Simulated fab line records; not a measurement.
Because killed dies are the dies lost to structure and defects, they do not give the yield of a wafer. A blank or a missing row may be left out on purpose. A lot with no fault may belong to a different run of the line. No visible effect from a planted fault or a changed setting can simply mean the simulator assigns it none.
The same fault as seen by 2 desks || flow nand-harc || numbers are kept per desk, each desk with only its own; the story behind them comes last

== THE TOOL OWNER'S DESK: rie-diel-11 ==
The tool's own readings at NHARC_A_STAIRCASE_TRIM_233 (chemistry O2, time 211.2 s): means of the sampled wafers that have a number, for each lot that ran on this tool. If a lot's mean is further than 4 standard deviations from the usual mean, the lot is out of limits and carries the mark OUT (the distance appears in the brackets).
Columns: A = drypump-motor-current-A at NHARC_A_STAIRCASE_TRIM_233, usual 5.8 A; B = oes-product-au at NHARC_A_STAIRCASE_TRIM_233, usual 0.998 a.u.; C = rf-vpp-V at NHARC_A_STAIRCASE_TRIM_233, usual 57.6 V; D = showerhead-plenum-p-Torr at NHARC_A_STAIRCASE_TRIM_233, usual 3.53 Torr; E = throttle-valve-pct at NHARC_A_STAIRCASE_TRIM_233, usual 17.037 %
{"lot": "L123", "first seen here": "day 10 23:36", "A": 6.2, "B": 0.988, "C": 57.5, "D": 3.48, "E": 17.034}
{"lot": "L129", "first seen here": "day 13 02:17", "A": 5.8, "B": 0.980, "C": 56.8, "D": 3.50, "E": 17.032}
{"lot": "L131", "first seen here": "day 13 06:23", "A": 6.1, "B": 0.983, "C": 56.9, "D": 3.48, "E": 17.033}
{"lot": "L133", "first seen here": "day 13 07:53", "A": 6.1, "B": 0.996, "C": 58.3, "D": 3.48, "E": 17.035}
{"lot": "L137", "first seen here": "day 14 18:06", "A": 5.5, "B": 0.979, "C": 56.2, "D": 3.32, "E": 17.038}
{"lot": "L139", "first seen here": "day 15 05:32", "A": 6.1, "B": 0.993, "C": 58.1, "D": 3.48, "E": 17.029}
{"lot": "L142", "first seen here": "day 15 16:53", "A": 5.6, "B": 0.992, "C": 57.6, "D": 3.32, "E": 17.035}
Finding of this desk: none of the 7 lots has anything out of limits.

== METROLOGY DESK ==
Lot by lot, what the gauges showed, no matter which tool ran the lot: averages of those sampled wafers that carry a number. If a lot's mean is further than 4 standard deviations from the usual mean, the lot is out of limits and carries the mark OUT (the distance appears in the brackets).
Columns: A = cd-nm at NHARC_THIN_TSV_CD_MEAS_16, usual 999.1 nm
{"lot": "L123", "first seen here": "day 18 11:45", "A": 996.5}
{"lot": "L126", "first seen here": "day 19 03:52", "A": 997.9}
{"lot": "L125", "first seen here": "day 19 04:56", "A": 997.0}
{"lot": "L128", "first seen here": "day 19 23:53", "A": 997.5}
{"lot": "L127", "first seen here": "day 20 00:55", "A": 998.9}
{"lot": "L129", "first seen here": "day 20 11:00", "A": 999.8}
{"lot": "L130", "first seen here": "day 20 20:10", "A": 1000.1}
{"lot": "L133", "first seen here": "day 21 03:16", "A": 997.4}
{"lot": "L131", "first seen here": "day 21 06:22", "A": 1000.5}
{"lot": "L137", "first seen here": "day 21 20:30", "A": 1001.3}
{"lot": "L139", "first seen here": "day 22 17:10", "A": 997.3}
{"lot": "L142", "first seen here": "day 23 02:23", "A": 997.9}
{"lot": "L145", "first seen here": "day 23 22:01", "A": 1000.4}
Finding of this desk: none of the 13 lots has anything out of limits.

== PUT TOGETHER ==
Nothing out of limits was seen by the tool owner's desk.
The metrology desk saw nothing out of limits.

== WHAT HAD BEEN PUT IN BY THE SIMULATOR ==
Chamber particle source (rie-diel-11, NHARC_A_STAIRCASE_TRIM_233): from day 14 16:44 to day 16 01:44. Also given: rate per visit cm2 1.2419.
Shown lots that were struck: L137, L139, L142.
